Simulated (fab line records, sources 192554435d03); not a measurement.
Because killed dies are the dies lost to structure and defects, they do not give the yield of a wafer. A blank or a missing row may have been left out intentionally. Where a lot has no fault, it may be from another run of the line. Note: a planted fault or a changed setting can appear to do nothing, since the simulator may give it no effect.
Which tool is to blame? + flow n5 finfet + 36 wafers sampled from 12 lots at 1 step of a route of 1938

WHAT EACH GAUGE READ, for each wafer
N5_BEOL_M11_OVL_MEAS_12.
| lot  | measured     | on         | M11_OVL (nm)   |
|------|--------------|------------|----------------|
| L076 | day 10 12:49 | overlay-01 | 0.7 -0.4 0.1   |
| L077 | day 10 23:16 | overlay-01 | 0.1 0.1 0.6    |
| L079 | day 11 11:13 | overlay-02 | -1.0 0.6 0.3   |
| L081 | day 11 16:57 | overlay-02 | -0.6 -0.2 -1.4 |
| L083 | day 12 02:21 | overlay-01 | 1.9 1.4 0.7    |
| L085 | day 12 18:58 | overlay-02 | -0.1 0.2 0.7   |
| L087 | day 13 16:40 | overlay-01 | 0.1 0.4 1.1    |
| L088 | day 14 02:02 | overlay-01 | 0.3 0.5 0.9    |
| L090 | day 14 10:29 | overlay-02 | 0.1 -0.6 -0.1  |
| L093 | day 15 01:49 | overlay-02 | -0.5 -0.1 -0.8 |
| L095 | day 15 14:19 | overlay-01 | 1.2 1.0 0.8    |
| L097 | day 16 01:54 | overlay-01 | 0.4 1.3 1.1    |

TOOL THAT RAN EACH LOT (tool first, then ch and the chambers of the sampled wafers, then the start)
The record holds no process step before these readings.

THE ANSWER, worked out from the rows above alone
Rule: what is usual is taken from the lots themselves. Put in order of their means at a reading, lots are off if they are a third of the lots or fewer, leave a main group of 4 or more, and stand apart from it by a gap of 3 or more times the standard deviation of the main group's means; of several such gaps the widest counts. The tables above print the reading to a certain number of digits; a main group whose means all agree to those digits is not used. Also off: a lot with no number at a reading for which 4 or more lots have one. All remaining lots with rows at the step are treated as sound.
No lot is off on any of the readings shown, so nothing can be concluded from this.

WHAT THE SIMULATOR HAD PUT IN
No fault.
